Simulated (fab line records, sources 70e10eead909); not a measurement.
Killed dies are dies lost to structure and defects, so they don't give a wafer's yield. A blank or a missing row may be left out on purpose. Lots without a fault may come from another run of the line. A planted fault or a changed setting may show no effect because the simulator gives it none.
Which tool did it? | flow nand_harc | 14 lots, 42 wafers sampled, at 5 steps of a route of 1302

WHAT THE GAUGES READ, wafer by wafer
NHARC_END_SORT_01. Usual: defect_limited_yield 89.9 %, standard deviation 2.9; killed_at_array 64, standard deviation 20; killed_at_other 0.7, standard deviation 1.1; killed_at_periphery 3.6, standard deviation 2.7; killed_dies 68, standard deviation 20; killed_open 2.8, standard deviation 1.9; killed_short 2.3, standard deviation 1.5.
lot  | measured     | on        | defect_limited_yield (%) | killed_at_array | killed_at_other | killed_at_periphery | killed_dies | killed_open | killed_short | flag
L790 | day 24 19:37 | prober-01 | 90.7 92.2 93.9           | 59 50 40        | 0 0 0           | 4 3 1               | 63 53 41    | 0 1 1       | 2 1 0        |
L792 | day 24 19:37 | prober-02 | 90.0 88.6 89.1           | 64 75 73        | 0 0 0           | 4 2 1               | 68 77 74    | 1 1 2       | 4 1 2        |
L791 | day 25 04:08 | prober-01 | 83.5 84.0 83.0           | 110 106 112     | 0 1 1           | 2 1 2               | 112 108 115 | 3 2 0       | 3 5 5        |
L796 | day 26 19:26 | prober-01 | 92.8 92.6 92.2           | 45 44 48        | 1 3 4           | 3 3 1               | 49 50 53    | 1 5 1       | 3 1 1        |
L794 | day 27 14:31 | prober-02 | 91.9 90.5 91.4           | 49 56 54        | 2 3 3           | 4 5 1               | 55 64 58    | 2 3 1       | 2 3 1        |
L795 | day 27 23:04 | prober-01 | 90.8 90.7 90.0           | 53 60 61        | 3 2 3           | 6 1 4               | 62 63 68    | 3 7 4       | 3 4 2        |
L798 | day 27 13:40 | prober-01 | 86.6 84.9 88.0           | 87 95 78        | 0 1 1           | 4 6 2               | 91 102 81   | 1 4 1       | 1 3 1        |
L797 | day 27 22:22 | prober-02 | 86.1 86.7 87.6           | 86 88 82        | 5 0 1           | 3 2 1               | 94 90 84    | 2 2 1       | 3 0 1        |
L800 | day 28 16:13 | prober-02 | 97.5 97.5 96.6           | 15 14 22        | 0 2 0           | 2 1 1               | 17 17 23    | 2 3 4       | 1 2 2        |
L801 | day 29 17:35 | prober-01 | 90.3 90.0 89.2           | 58 64 69        | 1 1 1           | 7 3 3               | 66 68 73    | 2 2 5       | 1 1 3        |
L802 | day 29 16:46 | prober-02 | 91.6 88.9 89.7           | 55 73 67        | 0 0 1           | 2 2 2               | 57 75 70    | 3 0 3       | 2 1 1        |
L805 | day 30 09:40 | prober-02 | 77.7 75.8 77.7           | 101 98 92       | 44 63 56        | 6 3 3               | 151 164 151 | 6 2 1       | 5 5 3        | OFF
L804 | day 31 10:38 | prober-02 | 83.8 80.9 81.5           | 85 67 80        | 23 62 44        | 2 0 1               | 110 129 125 | 9 1 3       | 2 1 5        | OFF
L812 | day 33 16:53 | prober-01 | 90.0 90.5 91.0           | 65 60 59        | 1 1 0           | 2 3 2               | 68 64 61    | 5 3 3       | 3 5 2        |

WHICH TOOL RAN EACH LOT (tool, then ch and the chambers of the sampled wafers, then the start)
lot  | NHARC_A_BONDPAD_PVD_27                  | NHARC_THIN_TSV_PRE_CLEAN_50  | NHARC_THIN_TSV_PVD_19                   | NHARC_THIN_TSV_ANNEAL_52
L790 | pvd_sputter-02, day 24 07:12 or earlier | pvd_sputter-02, day 24 07:12 | pvd_sputter-02, day 24 08:17 or earlier | rtp_anneal-01 ch 0, day 24 08:17
L792 | pvd_sputter-02, day 24 08:33 or earlier | pvd_sputter-02, day 24 08:33 | pvd_sputter-02, day 24 09:38 or earlier | rtp_anneal-02 ch 0, day 24 09:38
L791 | pvd_sputter-02, day 24 12:10 or earlier | pvd_sputter-03, day 24 12:10 | pvd_sputter-03, day 24 13:18 or earlier | rtp_anneal-01 ch 0, day 24 13:18
L796 | pvd_sputter-03, day 26 06:32 or earlier | pvd_sputter-03, day 26 06:32 | pvd_sputter-03, day 26 07:37 or earlier | rtp_anneal-02 ch 0, day 26 07:37
L794 | pvd_sputter-02, day 27 01:28 or earlier | pvd_sputter-03, day 27 01:28 | pvd_sputter-03, day 27 02:37 or earlier | rtp_anneal-02 ch 0, day 27 02:37
L795 | pvd_sputter-03, day 27 02:27 or earlier | pvd_sputter-02, day 27 02:27 | pvd_sputter-02, day 27 03:38 or earlier | rtp_anneal-02 ch 0, day 27 03:38
L798 | pvd_sputter-01, day 27 03:40 or earlier | pvd_sputter-02, day 27 03:40 | pvd_sputter-02, day 27 04:44 or earlier | rtp_anneal-02 ch 0, day 27 04:44
L797 | pvd_sputter-03, day 27 05:08 or earlier | pvd_sputter-01, day 27 05:08 | pvd_sputter-01, day 27 06:16 or earlier | rtp_anneal-02 ch 0, day 27 06:16
L800 | pvd_sputter-01, day 28 04:14 or earlier | pvd_sputter-01, day 28 04:14 | pvd_sputter-01, day 28 05:19 or earlier | rtp_anneal-01 ch 0, day 28 05:19
L801 | pvd_sputter-03, day 29 04:20 or earlier | pvd_sputter-01, day 29 04:20 | pvd_sputter-01, day 29 05:49 or earlier | rtp_anneal-01 ch 0, day 29 05:49
L802 | pvd_sputter-02, day 29 05:37 or earlier | pvd_sputter-03, day 29 05:37 | pvd_sputter-03, day 29 06:42 or earlier | rtp_anneal-01 ch 0, day 29 06:42
L805 | pvd_sputter-02, day 29 18:04 or earlier | pvd_sputter-03, day 29 18:04 | pvd_sputter-03, day 29 19:16 or earlier | rtp_anneal-01 ch 0, day 29 19:16
L804 | pvd_sputter-01, day 30 22:28 or earlier | pvd_sputter-03, day 30 22:28 | pvd_sputter-03, day 30 23:34 or earlier | rtp_anneal-01 ch 0, day 30 23:34
L812 | pvd_sputter-01, day 33 04:12 or earlier | pvd_sputter-02, day 33 04:12 | pvd_sputter-02, day 33 05:17 or earlier | rtp_anneal-02 ch 0, day 33 05:17
- NHARC_A_BONDPAD_PVD_27: deposits Cu, target thk 30 nm, time 20.49 s.
- NHARC_THIN_TSV_PRE_CLEAN_50: time 30 s.
- NHARC_THIN_TSV_PVD_19: deposits TaN, target thk 20 nm.
- NHARC_THIN_TSV_ANNEAL_52: time 90 s.

WHAT THE TOOLS THEMSELVES READ (means of the sampled wafers that have a number; where no wafer has one, the mark that the record gives instead)
NHARC_A_BONDPAD_PVD_27. Usual: cathode_dc_power_W 5000.0 W, standard deviation 0.97; throttle_valve_pct 30.4 %, standard deviation 1.2.
lot  | tool           | cathode_dc_power_W (W) | throttle_valve_pct (%) | flag
L790 | pvd_sputter-02 | 5000.1                 | 29.7                   |
L792 | pvd_sputter-02 | 5000.9                 | 30.2                   |
L791 | pvd_sputter-02 | 4999.5                 | 30.9                   |
L796 | pvd_sputter-03 | 4999.8                 | 29.7                   |
L794 | pvd_sputter-02 | 5000.0                 | 31.6                   |
L795 | pvd_sputter-03 | 5000.0                 | 29.5                   |
L798 | pvd_sputter-01 | 4999.1                 | 30.1                   |
L797 | pvd_sputter-03 | 5000.3                 | 29.9                   |
L800 | pvd_sputter-01 | 4999.8                 | 31.1                   |
L801 | pvd_sputter-03 | 4999.8                 | 30.1                   |
L802 | pvd_sputter-02 | 5000.2                 | 31.4                   |
L805 | pvd_sputter-02 | 5001.4                 | 31.5                   |
L804 | pvd_sputter-01 | 5000.0                 | 30.6                   |
L812 | pvd_sputter-01 | 4999.8                 | 30.4                   |

NHARC_THIN_TSV_PRE_CLEAN_50. Usual: heater_power_w 420 W, standard deviation 44.
lot  | tool           | heater_power_w (W) | flag
L790 | pvd_sputter-02 | 435                |
L792 | pvd_sputter-02 | 422                |
L791 | pvd_sputter-03 | 404                |
L796 | pvd_sputter-03 | 412                |
L794 | pvd_sputter-03 | 411                |
L795 | pvd_sputter-02 | 398                |
L798 | pvd_sputter-02 | 429                |
L797 | pvd_sputter-01 | 388                |
L800 | pvd_sputter-01 | 389                |
L801 | pvd_sputter-01 | 419                |
L802 | pvd_sputter-03 | 422                |
L805 | pvd_sputter-03 | 398                |
L804 | pvd_sputter-03 | 428                |
L812 | pvd_sputter-02 | 439                |

NHARC_THIN_TSV_PVD_19. Usual: throttle_valve_pct 30.1 %, standard deviation 1.2.
lot  | tool           | throttle_valve_pct (%) | flag
L790 | pvd_sputter-02 | 31.9                   |
L792 | pvd_sputter-02 | 30.8                   |
L791 | pvd_sputter-03 | 29.4                   |
L796 | pvd_sputter-03 | 29.0                   |
L794 | pvd_sputter-03 | 29.4                   |
L795 | pvd_sputter-02 | 30.7                   |
L798 | pvd_sputter-02 | 30.8                   |
L797 | pvd_sputter-01 | 29.2                   |
L800 | pvd_sputter-01 | 29.1                   |
L801 | pvd_sputter-01 | 29.3                   |
L802 | pvd_sputter-03 | 29.2                   |
L805 | pvd_sputter-03 | 29.9                   |
L804 | pvd_sputter-03 | 29.5                   |
L812 | pvd_sputter-02 | 30.8                   |

NHARC_THIN_TSV_ANNEAL_52. Usual: anneal_temp_c_max 226.07, standard deviation 0.24; wafer_temp_C_max 226.4, standard deviation 0.48.
lot  | tool          | anneal_temp_c_max | wafer_temp_C_max | flag
L790 | rtp_anneal-01 | 225.98            | 227.3            |
L792 | rtp_anneal-02 | 225.80            | 226.1            |
L791 | rtp_anneal-01 | 226.19            | 226.7            |
L796 | rtp_anneal-02 | 225.92            | 226.3            |
L794 | rtp_anneal-02 | 226.13            | 226.2            |
L795 | rtp_anneal-02 | 225.97            | 225.9            |
L798 | rtp_anneal-02 | 226.07            | 226.0            |
L797 | rtp_anneal-02 | 225.91            | 225.9            |
L800 | rtp_anneal-01 | 226.00            | 226.8            |
L801 | rtp_anneal-01 | 225.91            | 226.6            |
L802 | rtp_anneal-01 | 226.02            | 226.6            |
L805 | rtp_anneal-01 | 226.13            | 226.7            |
L804 | rtp_anneal-01 | 226.30            | 226.9            |
L812 | rtp_anneal-02 | 226.37            | 226.1            |

THE ANSWER, worked out from the rows above alone
Rule: a lot is off if the mean of its wafers that have a number lies more than 3 standard deviations from the usual mean. A lot without any number at a reading at which 4 lots or more have one is off too. The other lots that the step has rows for count as sound. The gauges are gone through in route order, then the tools' own readings, and for those a lot's mean is taken as printed above. The first step at which some lot is off is used, and at that step the reading that is off furthest; a lot without a number counts as furthest.
Off: L805, L804, at NHARC_END_SORT_01 (killed_at_other).
A tool fits if, at a process step before that reading, it ran every lot that is off, and no sound lot after the first of them. The gauges at NHARC_END_SORT_01 are tried like those tools. NHARC_A_BONDPAD_PVD_27 gives no start for some lots, so the hours and the order of its lots are those of NHARC_THIN_TSV_PRE_CLEAN_50. NHARC_THIN_TSV_PVD_19 gives no start for some lots, so the hours and the order of its lots are those of NHARC_THIN_TSV_ANNEAL_52. Can't be told from this: 3 tools fit, pvd_sputter-03 at NHARC_THIN_TSV_PRE_CLEAN_50 and NHARC_THIN_TSV_PVD_19, rtp_anneal-01 at NHARC_THIN_TSV_ANNEAL_52, prober-02 at NHARC_END_SORT_01.

WHAT THE SIMULATOR HAD PUT IN
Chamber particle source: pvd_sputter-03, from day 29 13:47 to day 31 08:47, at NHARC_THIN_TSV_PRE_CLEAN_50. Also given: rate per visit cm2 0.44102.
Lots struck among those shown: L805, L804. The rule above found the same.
